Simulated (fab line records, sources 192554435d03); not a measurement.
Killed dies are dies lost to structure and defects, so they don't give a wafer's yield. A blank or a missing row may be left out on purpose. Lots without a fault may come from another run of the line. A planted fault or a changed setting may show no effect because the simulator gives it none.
fab line records | flow n5_finfet
record lots=12 wafers=35 last_day=15
route steps=1938 shown BEOL_M10@1512 BEOL_M11@1542
lots that met no fault: from a run of the same line without faults
start_h: hours from the record's first day to the start of the lot's first wafer shown | wait_h: hours since the lot's step before | " the same as in the row above | L1.1+2: a row that stands for several wafers | - no value, or no start given | * or withheld: withheld | < > ~ a bound
route shown NAME@n: a module of which the file shows steps, and the number in the route of the first | usual: mean/standard deviation of fault-free wafers | same: alike in all rows | chamber/n: place in a boat | sites: the reading at each site | _std_site: their standard deviation | _edge_site: outer sites' mean less inner sites' | radius_mm: how far each site lies from the wafer's centre | mask NAME#n: copy n | behind: the tool/chamber that last shaped the wafer | hold: why the lot was held/for how many hours/how that ended | device: the transistor (n, p or np) that didn't switch | end of line: the same wafers' tests at the end of the route | a step without rows: its recipe alone | killed: dies lost to structure and defects at the first sort, not the wafer's yield | map: a wafer's dies, x killed, . not, _ none there
set.NAME: the setting as run; set.NAME@STEP: as run at that earlier step | model.NAME: the simulator's own value behind a step, which no gauge read
steps of the route over a sample of lots; a table a step, a row a wafer
services: from which hour (start_h, from the record's first day; less than 0 if before it) a tool's chamber was out of use, for how many hours, and why
## steps
# step N5_BEOL_M10_TRENCH_ETCH_37
# recipe chemistry=C4F6/O2 target_depth_a=1488.3 target=SiCOH_lowk time_s=48 ion_energy_ev=250 pressure_mtorr=30 source_w=345 bias_w=185 Ar_flow_sccm=300 C4F6_flow_sccm=10 O2_flow_sccm=10
# usual drypump_motor_current_A=5.8/0.35 oes_o_777_au=0.79/0.084 oes_product_au=0.79/0.086 rf_vpp_V=666/11 showerhead_plenum_p_Torr=2.86/0.059 throttle_valve_pct=20.88/0.27
# columns lot.wafer tool chamber start_h wait_h drypump_motor_current_A oes_o_777_au oes_product_au rf_hours_counter_h rf_vpp_V showerhead_plenum_p_Torr throttle_valve_pct
L424.2 rie_diel-04 3 - - 5.9 0.73 0.71 221 668 2.93 20.94
L424.3 " 0 " " 6.1 0.75 0.74 184 658 2.82 21.15
L424.4 " 1 " " 6.0 0.82 0.83 - 675 2.91 21.17
L425.2 rie_diel-04 0 - - 6.1 0.74 0.74 186 660 2.82 21.14
L425.4 " 0 " " 6.0 0.75 0.74 - 658 2.82 21.17
L425.5 " 1 " " 6.0 0.82 0.83 - 677 2.91 21.17
L426.1 rie_diel-03 3 - - 5.9 1.00 0.96 4 642 2.92 20.63
L426.3 " 0 " " 5.3 0.79 0.78 118 656 2.98 20.66
L426.4 " 1 " " 5.4 0.75 0.76 154 673 2.83 20.61
L427.1 rie_diel-04 3 - - 5.9 0.73 0.70 229 668 2.92 20.93
L427.4 " 1 " " 6.0 0.81 0.82 - 677 2.91 21.19
L427.6 " 3 " " 5.9 0.73 0.70 - 667 2.92 20.93
L431.1 rie_diel-03 0 - - 5.3 0.77 0.77 131 656 2.97 20.68
L431.2 " 1 " " 5.4 0.75 0.73 167 673 2.82 20.62
L431.3 " 2 " " 5.2 0.76 0.75 195 660 2.83 20.77
L432.1 rie_diel-04 0 - - 6.1 0.73 0.71 204 658 2.81 21.18
L432.2 " 3 " " 5.9 0.72 0.69 242 669 2.92 20.94
L433.1 rie_diel-03 2 - - 5.2 0.75 0.74 202 660 2.82 20.78
L433.2 " 3 " " 5.9 0.94 0.90 24 642 2.91 20.65
L433.4 " 1 " " 5.4 0.74 0.73 173 671 2.82 20.63
L434.1 rie_diel-01 2 - - 4.8 0.69 0.70 226 680 2.71 21.11
L434.3 " 3 " " 6.2 0.80 0.80 77 645 3.02 20.90
L434.6 " 0 " " 5.8 0.72 0.71 - 649 2.82 20.88
L436.2 rie_diel-04 1 - - 6.0 0.78 0.80 81 676 2.90 21.22
L436.3 " 0 " " 6.1 0.73 0.71 213 658 2.81 21.19
L436.4 " 1 " " 6.0 0.78 0.80 - 677 2.90 21.25
L439.1 rie_diel-04 0 - - 6.1 0.72 0.72 218 659 2.81 21.20
L439.5 " 1 " " 6.0 0.78 0.79 - 676 2.90 21.24
L439.6 " 2 " " 6.0 0.88 0.90 - 678 2.79 20.50
L437.2 rie_diel-04 2 - - 6.1 0.87 0.90 26 677 2.79 20.51
L437.4 " 0 " " 6.1 0.73 0.72 - 659 2.81 21.19
L437.6 " 2 " " 6.1 0.88 0.90 - 677 2.79 20.52
L440.1 rie_diel-04 1 - - 6.0 0.78 0.79 87 677 2.89 21.23
L440.3 " 2 " " 6.1 0.88 0.88 28 679 2.79 20.50
L440.5 " 2 " " 6.1 0.88 0.90 - 677 2.79 20.53
# step N5_BEOL_M10_THK_MEAS_53
# recipe thk_meas_gauge=xrf reads=Cu_of_BEOL_M10_ECD_50
# usual M10_THK=143/3
# columns lot.wafer tool chamber start_h wait_h M10_THK[nm]
L424.2 film_metro-02 - 215.86 - 143
L424.3 " - " " 141
L424.4 " - " " 146
L425.2 film_metro-01 - 219.96 - 143
L425.4 " - " " 141
L425.5 " - " " 145
L426.1 film_metro-02 - 223.58 - 147
L426.3 " - " " 141
L426.4 " - " " 139
L427.1 film_metro-01 - 233.27 - 137
L427.4 " - " " 143
L427.6 " - " " 138
L431.1 film_metro-01 - 269.22 - 141
L431.2 " - " " 139
L431.3 " - " " 140
L432.1 film_metro-02 - 276.58 - 138
L432.2 " - " " 143
L433.1 film_metro-02 - 286.64 - 144
L433.2 " - " " 146
L433.4 " - " " 142
L434.1 film_metro-02 - 293.83 - 145
L434.3 " - " " 144
L434.6 " - " " 141
L436.2 film_metro-02 - 298.85 - 145
L436.3 " - " " 143
L436.4 " - " " 145
L439.1 film_metro-01 - 307.09 - 142
L439.5 " - " " 142
L439.6 " - " " 145
L437.2 film_metro-02 - 307.65 - 145
L437.4 " - " " 141
L437.6 " - " " 146
L440.1 film_metro-01 - 313.20 - 144
L440.3 " - " " 145
L440.5 " - " " 147
# step N5_BEOL_M11_COAT_60
# recipe resist=SiARC temp_c=220 time_s=60 spin_rpm=1500 resist_thk_nm=30
# usual spin_speed_rpm=1500.0/1
# columns lot.wafer tool chamber start_h wait_h spin_speed_rpm
L424.2 litho_track-05 0 218.13 - 1500.4
L424.3 " 0 " " 1500.8
L424.4 " 0 " " 1498.6
L425.2 litho_track-04 0 221.60 - 1500.6
L425.4 " 0 " " 1500.3
L425.5 " 0 " " 1499.6
L426.1 litho_track-05 0 225.07 - 1502.2
L426.3 " 0 " " 1500.7
L426.4 " 0 " " 1499.7
L427.1 litho_track-03 0 235.65 - 1500.7
L427.4 " 0 " " 1498.8
L427.6 " 0 " " 1499.2
L431.1 litho_track-04 0 271.75 - 1499.6
L431.2 " 0 " " 1501.4
L431.3 " 0 " " 1500.2
L432.1 litho_track-03 0 278.62 - 1624.4
L432.2 " 0 " " 1625.2
L433.1 litho_track-03 0 288.35 - 1625.9
L433.2 " 0 " " 1623.4
L433.4 " 0 " " 1626.0
L434.1 litho_track-04 0 297.28 - 1499.6
L434.3 " 0 " " 1498.5
L434.6 " 0 " " 1500.8
L436.2 litho_track-05 0 301.16 - 1500.9
L436.3 " 0 " " 1501.4
L436.4 " 0 " " 1499.3
L439.1 litho_track-04 0 308.66 - 1501.2
L439.5 " 0 " " 1500.8
L439.6 " 0 " " 1501.5
L437.2 litho_track-05 0 309.15 - 1499.4
L437.4 " 0 " " 1499.8
L437.6 " 0 " " 1499.5
L440.1 litho_track-04 0 314.81 - 1500.4
L440.3 " 0 " " 1497.7
L440.5 " 0 " " 1500.0
# step N5_BEOL_M11_CD_MEAS_11
# recipe target_cd_nm=64.1 landing_energy_ev=500 detector=se_inlens polarity=opening
# usual cd_nm=64.2/0.6
# columns lot.wafer tool chamber start_h wait_h cd_nm
L424.2 cd_sem-02 0 218.50 - 64.5
L424.3 " 0 " " 64.3
L424.4 " 0 " " 64.0
L425.2 cd_sem-02 0 221.97 - 63.6
L425.4 " 0 " " 63.6
L425.5 " 0 " " 63.5
L426.1 cd_sem-01 0 225.31 - 63.7
L426.3 " 0 " " 63.6
L426.4 " 0 " " 63.5
L427.1 cd_sem-02 0 236.02 - 65.4
L427.4 " 0 " " 64.8
L427.6 " 0 " " 65.2
L431.1 cd_sem-03 0 272.11 - 64.4
L431.2 " 0 " " 63.7
L431.3 " 0 " " 63.9
L432.1 cd_sem-02 0 278.86 - 64.1
L432.2 " 0 " " 64.9
L433.1 cd_sem-02 0 288.59 - 63.9
L433.2 " 0 " " 63.8
L433.4 " 0 " " 64.2
L434.1 cd_sem-02 0 297.64 - 64.5
L434.3 " 0 " " 65.1
L434.6 " 0 " " 64.9
L436.2 cd_sem-01 0 301.53 - 63.6
L436.3 " 0 " " 63.5
L436.4 " 0 " " 63.4
L439.1 cd_sem-03 0 309.02 - 64.2
L439.5 " 0 " " 63.1
L439.6 " 0 " " 63.7
L437.2 cd_sem-02 0 309.39 - 65.1
L437.4 " 0 " " 65.3
L437.6 " 0 " " 63.4
L440.1 cd_sem-01 0 315.18 - 64.3
L440.3 " 0 " " 64.3
L440.5 " 0 " " 64.9
## services
# columns tool chamber start_h hours kind
rie_diel-01 3 191.98 14.3 repair
rie_diel-04 2 210.28 - clean
rie_diel-04 2 210.28 - consumable_replace:focus_ring
rie_diel-04 2 210.28 22.0 scheduled_down
rie_diel-04 2 210.28 22.0 vent_cycle
rie_diel-03 - 211.67 1.7 repair
rie_diel-01 1 257.44 - clean
rie_diel-01 1 257.44 - consumable_replace:focus_ring
rie_diel-01 1 257.44 24.3 scheduled_down
rie_diel-01 1 257.44 24.3 vent_cycle
litho_track-04 - 269.98 - consumable_replace:filter
rie_diel-04 1 287.30 4.7 repair
rie_diel-03 3 291.56 6.8 repair
rie_diel-04 3 292.69 - clean
rie_diel-04 3 292.69 - consumable_replace:focus_ring
rie_diel-04 3 292.69 16.7 scheduled_down
rie_diel-04 3 292.69 16.7 vent_cycle
rie_diel-03 - 293.56 1.1 repair
rie_diel-03 0 296.71 5.3 repair
rie_diel-01 - 306.91 75.6 repair
rie_diel-04 - 308.37 4.3 pm
litho_track-05 - 312.76 - consumable_replace:filter
## key
first_sign step=N5_BEOL_M11_COAT_60 reading=spin_speed_rpm direction=up sigmas=99+ usual=* struck=*
effect none on later readings
met_at N5_BEOL_M11_COAT_60
struck_lots L432,L433
not_acting_at N5_BEOL_M10_TRENCH_ETCH_37,N5_BEOL_M10_THK_MEAS_53,N5_BEOL_M11_CD_MEAS_11
onset_between 235.65 278.62
fault kind=process_parameter_drift tool=litho_track-03 chamber=- onset_h=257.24 steps=N5_BEOL_M11_COAT_60 channel=spin_rpm offset=* shape=step acts_in=* stated=*
